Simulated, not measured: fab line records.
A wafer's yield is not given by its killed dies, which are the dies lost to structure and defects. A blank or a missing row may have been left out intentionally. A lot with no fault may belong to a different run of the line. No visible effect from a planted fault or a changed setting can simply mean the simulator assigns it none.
Chamber matching || flow n5_finfet || 3 sister chambers for N5_BEOL_M3_CO_CAP_55 on cvd_co-02
The step material Co, precursor CCTBA/H2, target thk 2 nm, time 102.1 s. 3 wafers are shown with their chamber, then 8 later ones without.

## WAFERS PAIRED WITH THEIR CHAMBERS
{"wafer": "L076.3", "chamber": 1, "heater_power_w (W)": 223}
{"wafer": "L083.5", "chamber": 0, "heater_power_w (W)": 218}
{"wafer": "L087.2", "chamber": 2, "heater_power_w (W)": 237}

## WAFERS MISSING THEIR CHAMBER
{"wafer": "L087.4", "heater_power_w (W)": 229}
{"wafer": "L087.5", "heater_power_w (W)": 226}
{"wafer": "L089.1", "heater_power_w (W)": 235}
{"wafer": "L089.2", "heater_power_w (W)": 221}
{"wafer": "L089.6", "heater_power_w (W)": 240}
{"wafer": "L092.1", "heater_power_w (W)": 226}
{"wafer": "L092.2", "heater_power_w (W)": 231}
{"wafer": "L092.5", "heater_power_w (W)": 223}

## EACH ONE'S CHAMBER
{"wafer": "L087.4", "from the rows above": "can't be placed: 1 or 2 or 0", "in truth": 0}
{"wafer": "L087.5", "from the rows above": "can't be placed: 1 or 0", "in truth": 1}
{"wafer": "L089.1", "from the rows above": 2, "in truth": 2}
{"wafer": "L089.2", "from the rows above": "can't be placed: 1 or 0", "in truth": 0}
{"wafer": "L089.6", "from the rows above": 2, "in truth": 2}
{"wafer": "L092.1", "from the rows above": "can't be placed: 1 or 0", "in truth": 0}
{"wafer": "L092.2", "from the rows above": "can't be placed: 2 or 1 or 0", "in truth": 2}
{"wafer": "L092.5", "from the rows above": "can't be placed: 1 or 0", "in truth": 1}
Correctly placed: 2 of 8. Can't be placed from these rows: 6 (the true chamber is among the candidates in 6). Placed wrongly: 0.
How it was worked out, from the rows above alone: a wafer's distance from a chamber is the root of the sum, over the readings, of the square of ((its reading less the chamber's mean) divided by the reading's scatter). The wafer belongs to the nearest chamber; if the next one is less than 2 further off, it can't be placed. For every chamber, the mean is computed from those of its wafers that are shown. The scatter: with one shown wafer a chamber, the root of the mean of the squares of how far each hidden wafer lies from its nearest shown one.
